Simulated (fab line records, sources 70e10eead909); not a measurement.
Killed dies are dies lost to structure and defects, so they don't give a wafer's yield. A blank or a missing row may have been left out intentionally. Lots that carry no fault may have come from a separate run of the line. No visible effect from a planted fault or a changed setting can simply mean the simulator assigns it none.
8D (eight disciplines) problem report, filled in by code | flow nandHarc | the parts of the form that need people (team, actions taken, sign-off) are left out

1. THE ISSUE
NHARC_P_GATE_DESCUM_61, runLengthS: mean 25.41 s over 1 wafer from 1 lot; wafers with no fault: 23.96 s, standard deviation 0.29. That puts it +5.0 standard deviations away from the usual mean.
The step: chemistry O2, time 3 s.
The first sign was on wafer L412.1 at day 9 16:11, on rieDiel-12. The record holds 36 wafers of 12 lots with a number at this step. Rule for "out", or "out of limits": more than 4 standard deviations from the usual mean. The other wafers with a number count as sound.

2. WHAT IT IS; WHAT IT IS NOT
question                    | is               | is not
which readings at this step | runLengthS       | drypumpMotorCurrentA, oesProductAu, rfVppV, showerheadPlenumPTorr, throttleValvePct
which lots                  | L412             | L404, L405, L406, L417, L419, L421, L422, L423, L424, L425, L426
which wafers of those lots  | L412.1           | L412.3, L412.4
read on which tools         | rieDiel-12       | rieDiel-03, rieDiel-09
when                        | from day 9 16:11 | up to then (11 sound wafers); but 24 sound wafers of L417, L419, L421, L422, L423, L424, L425, L426 came after

3. SUSPECTS, AND WHAT RULES EACH OUT
Counting: any tool at a process step up to the reading remains a suspect provided it ran every lot that is out. Sound lots after the first of them don't rule it out here, since some wafers of a struck lot are sound.
- rieDiel-03 at NHARC_P_GATE_STRIP_108 (strips in O2): kept. It ran the lot that is out, L412 (day 9 03:08); its last sound lot up to then is L406 (day 6 11:22).
- rieDiel-09 at NHARC_P_GATE_ETCHBACK_37 (etches the open film in CHF3/O2, target depth 34.5 nm, time 17.2 s): kept. It ran the lot that is out, L412 (day 9 16:11); its last sound lot up to then is L406 (day 7 00:36). NHARC_P_GATE_ETCHBACK_37 gives no start for some lots, so the hours and the order of its lots are those of NHARC_P_GATE_DESCUM_61.
- rieDiel-12 at NHARC_P_GATE_DESCUM_61 (chemistry O2, time 3 s): kept. It ran the lot that is out, L412 (day 9 16:11); its last sound lot up to then is L406 (day 7 00:36). Out on those wafers are its own readings of runLengthS.
- At NHARC_P_GATE_STRIP_108, inside rieDiel-03: chamber 1 took the wafers that are out, while their sound lot-mates went through chambers 0, 3.
- At NHARC_P_GATE_ETCHBACK_37, inside rieDiel-09: chamber 0 took the wafers that are out, while their sound lot-mates went through chambers 1, 3.
- At NHARC_P_GATE_DESCUM_61, inside rieDiel-12: chamber 0 took the wafers that are out, while their sound lot-mates went through chambers 1, 2.
After the count, these remain: rieDiel-03 at NHARC_P_GATE_STRIP_108, rieDiel-09 at NHARC_P_GATE_ETCHBACK_37 and rieDiel-12 at NHARC_P_GATE_DESCUM_61.

4. THE CAUSE (what the simulator had put in)
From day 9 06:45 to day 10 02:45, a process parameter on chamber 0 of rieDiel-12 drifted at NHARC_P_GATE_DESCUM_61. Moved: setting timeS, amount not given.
Counting left 3 suspects, and this tool is among them.

5. SEQUENCE OF EFFECTS, ordered by route
One row per reading whose mean, taken over the struck wafers that have a number, lies over 3 standard deviations from the usual. Scope: only readings with a usual standard deviation given in the record; hours: median across lots of the time from each lot's start at the first step in this table that gives one to its start at this step; sigmas: change in usual standard deviations.
hours | step                   | reading    | usual   | on struck wafers | change | sigmas
0     | NHARC_P_GATE_DESCUM_61 | runLengthS | 23.96 s | 25.41            | +1.45  | +5.0
The process steps in it:
- NHARC_P_GATE_DESCUM_61: chemistry O2, time 3 s.
Later steps that measure or inspect, where all struck wafers having a row at the step show a number for every such reading and not one has moved that far: NHARC_END_SORT_01.

6. WHAT WOULD HAVE CAUGHT IT SOONER
The fault began at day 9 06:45; the first out-of-limits reading in this record came at day 9 16:11, 9 hours later.
